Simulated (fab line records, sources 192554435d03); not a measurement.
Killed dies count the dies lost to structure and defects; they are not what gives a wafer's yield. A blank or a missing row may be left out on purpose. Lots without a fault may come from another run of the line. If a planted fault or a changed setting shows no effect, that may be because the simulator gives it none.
Struck lot and sound lot, side by side :: flow n5_finfet :: 20 out of 1938 route steps
Sound: wafers L484.2, L484.3, L484.5. Wafers struck: L474.1, L474.3, L474.5. At the end, the cause is stated.
Per side, at each step with rows, come the tool, then ch with its chambers, and then its first start. Under that, the readings that differ: sound wafers :: struck wafers :: difference of the means :: sigmas: that difference in standard deviations of wafers without a fault.
alike: same words and numbers on both sides, and readings whose means sit less than 2 such deviations apart. not compared: any withheld reading, any reading some wafer has no value for, any bound like >300 that may hide the same value, and any number with overlapping values for which the record gives no deviation.
Wherever a step has rows on one side only, a row that says differs or no value, or a row with sigmas, the two part there. Non-overlapping numbers with no deviation appear without sigmas and do not part them. Lack of a reading on every wafer of one side parts them only where that side has two or more wafers.

first, 8 steps without rows for these wafers: N5_FIN_SAQP_STRIP_77 (strips in N2/H2, time 90 s); N5_FIN_SAQP_ETCH_64 (etches SiO2 in CF4, target depth 1.5 nm); N5_FIN_SAQP_FIN_ETCH_36 (etches the open film in HBr/Cl2/O2, target depth 120 nm, time 50.4 s); N5_FIN_SAQP_PRECLEAN_38 (cleans in O3/DIW, time 45 s); N5_FIN_SAQP_PRECLEAN_45 (cleans in dHF, time 10 s); N5_FIN_SAQP_SRD_39 (time 30 s); N5_FIN_CUT_COAT_18 (time 60 s, resist thk 230 nm); N5_FIN_CUT_COAT_19 (time 60 s, resist thk 20 nm).
N5_FIN_CUT_COAT_29: time 60 s, resist thk 10 nm.
  sound on litho_track-05 ch 0, day 7 19:58; struck on litho_track-02 ch 0, day 5 10:00
reading: spin_speed_rpm (rpm)
sound: 1499.4 1499.7 1500.1
struck: 1707.4 1711.9 1710.0
difference: +210.0
sigmas: +99 or more

reading: model.underlayer_of_FIN_CUT_COAT_29.thk_nm (nm)
sound: 10 10 10
struck: 9.4 9.4 9.4
difference: -0.6
sigmas: 
then, 7 steps without rows for these wafers: N5_FIN_CUT_COAT_02 (resist thk 30 nm); N5_FIN_CUT_EBR_04; N5_FIN_CUT_SOFTBAKE_03 (time 60 s); N5_FIN_CUT_EXPOSE_05 (exposes mask FIN CUT); N5_FIN_CUT_PEB_06 (peb time 60 s); N5_FIN_CUT_DEVELOP_07 (develop time 30 s); N5_FIN_CUT_DESCUM_13 (chemistry O2, time 7 s).
N5_FIN_CUT_ETCH_30: etches underlayer in N2/H2, target depth 13 nm, time 10.4 s.
  sound on rie_diel-02 ch 0,1,2, day 7 20:31; struck on rie_diel-03 ch 0,1, day 5 10:25
reading: model.CAR-EUV_of_FIN_CUT_COAT_02.thk_nm (nm)
sound: 14.6 14.6 14.6
struck: 15.2 15.4 15.2
difference: +0.7
sigmas: 

reading: model.etch.depth_nm (nm)
sound: 10.03 9.997 9.997
struck: 9.375 9.359 9.347
difference: -0.648
sigmas: 
  alike: drypump_motor_current_A, etch_rf_on_time_s, oes_product_au, rf_vpp_V, showerhead_plenum_p_Torr, throttle_valve_pct
  not compared: rf_hours_counter_h
N5_FIN_CUT_ETCH_20: etches SiARC in CF4, target depth 26 nm, time 43.3 s.
  sound on rie_diel-02 ch 0,1,2, day 7 20:32; struck on rie_diel-03 ch 0,1, day 5 10:26
reading: model.underlayer_of_FIN_CUT_COAT_29.thk_nm (nm)
sound: 9.4 9.2 9.2
struck: 8.6 8.6 8.6
difference: -0.7
sigmas: 
  alike: drypump_motor_current_A, etch_rf_on_time_s, oes_product_au, rf_vpp_V, showerhead_plenum_p_Torr, throttle_valve_pct
  not compared: rf_hours_counter_h
then, 1 step without rows for these wafers: N5_FIN_CUT_ETCH_21 (etches SOC in N2/H2, target depth 219 nm, overetch 43.8 nm, time 523.5 s).
-- a jump in the record: the struck wafers' starts before and after are 11 days apart (it breaks off in module FIN_CUT and resumes in module PASSIVATION, where the first step shown is number 1936 of the route) --
N5_PASSIVATION_PROBE_49:
  only the struck wafers here have rows in the record (prober-01, day 16 06:21); the sound ones have none

WHERE THEY PART
First at N5_FIN_CUT_COAT_29; last, within this record, at N5_PASSIVATION_PROBE_49.

WHY: what had been put in by the simulator
Process parameters drifting: litho_track-02 at N5_FIN_CUT_COAT_29, beginning at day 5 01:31. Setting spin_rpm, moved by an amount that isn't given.
